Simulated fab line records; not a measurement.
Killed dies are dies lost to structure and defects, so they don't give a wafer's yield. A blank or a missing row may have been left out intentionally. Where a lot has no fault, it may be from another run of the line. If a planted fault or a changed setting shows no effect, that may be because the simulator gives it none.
A struck lot beside a sound one -- flow nand harc -- 15 steps out of a route of 1159
Sound: wafers L631.2, L631.3, L631.4. Struck: wafer L642.6 (left out: L642.3, a lot-mate that was not struck); the cause follows at the end.
Order at every step that has rows: each side's tool, ch and its chambers, its first start. Under that, the readings that differ: sound wafers -- struck wafers -- difference of the means -- sigmas: that difference in standard deviations of wafers without a fault.
alike: same words and numbers on both sides, and readings whose means sit less than 2 such deviations apart. not compared: any withheld reading, any reading some wafer has no value for, any bound like >300 that may hide the same value, and any number with overlapping values for which the record gives no deviation.
A row with sigmas, a row that says differs or no value, or rows on one side alone: a step with any of these is where the two part. Non-overlapping numbers with no deviation appear without sigmas and do not part them. A reading that every wafer of one side lacks parts them only if that side has two wafers or more.

first, 1 step without rows for these wafers: NHARC_A_ONON_D1_DEP_12 (target thk 1000 nm).
NHARC_A_ONON_D1_THK_MEAS_14: measures by ellipsometry.
  sound on film metro-01, day 7 04:13; struck on film metro-01, day 10 20:50
  alike: thk nm
then, 2 steps without rows for these wafers: NHARC_A_ONON_D1_ANNEAL_15 (time 3600 s); NHARC_A_ONON_D1_DEP_16 (target thk 1000 nm).
NHARC_A_ONON_D1_THK_MEAS_18: measures by ellipsometry.
  sound on film metro-02, day 7 11:17; struck on film metro-01, day 11 04:19
  alike: thk nm
next comes 1 step that has no rows for these wafers: NHARC_A_ONON_D1_DEP_19 (target thickness 1000 nm).
NHARC_A_ONON_D1_THK_MEAS_21: measures by ellipsometry.
  sound on film metro-02, day 7 11:50; struck on film metro-01, day 11 04:53
  alike: thk nm
next comes 1 step that has no rows for these wafers: NHARC_A_ONON_D1_DEP_22 (target thickness 1000 nm).
NHARC_A_ONON_D1_THK_MEAS_24: measures by ellipsometry.
  sound on film metro-01, day 7 12:25; struck on film metro-01, day 11 05:27
  alike: thk nm
next comes 1 step that has no rows for these wafers: NHARC_A_ONON_D1_DEP_25 (target thickness 1000 nm).
NHARC_A_ONON_D1_THK_MEAS_27: measures by ellipsometry.
  sound on film metro-02, day 7 12:59; struck on film metro-02, day 11 06:01
  alike: thk nm
NHARC_A_ONON_D1_DEP_28: target thk 1000 nm.
  sound on pecvd onon-04 ch 0, day 7 13:05; struck on pecvd onon-03 ch 0, day 11 06:11
NHARC_A_ONON_D1_THK_MEAS_30: measures by ellipsometry.
  sound on film metro-01, day 7 13:33; struck on film metro-01, day 11 06:35
reading,sound,struck,difference,sigmas
thk nm (nm),995 996 995,627,-368,-39
NHARC_A_ONON_D1_DEP_33: deposits SiO2, target thk 200 nm.
  sound on pecvd-04 ch 0,2, day 7 13:36; struck on pecvd-04 ch 0, day 11 06:43
reading,sound,struck,difference,sigmas
heater power w (W),465 535 477,621,+129,+2
  alike: chamber pressure Torr, rf fwd power W, throttle valve pct
next, for these wafers, 1 step has no rows: NHARC_END_SORT_01.

== WHERE THEY PART ==
At NHARC_A_ONON_D1_THK_MEAS_30 first; at NHARC_A_ONON_D1_DEP_33 last (within this record only).

WHY: whatever the simulator had introduced
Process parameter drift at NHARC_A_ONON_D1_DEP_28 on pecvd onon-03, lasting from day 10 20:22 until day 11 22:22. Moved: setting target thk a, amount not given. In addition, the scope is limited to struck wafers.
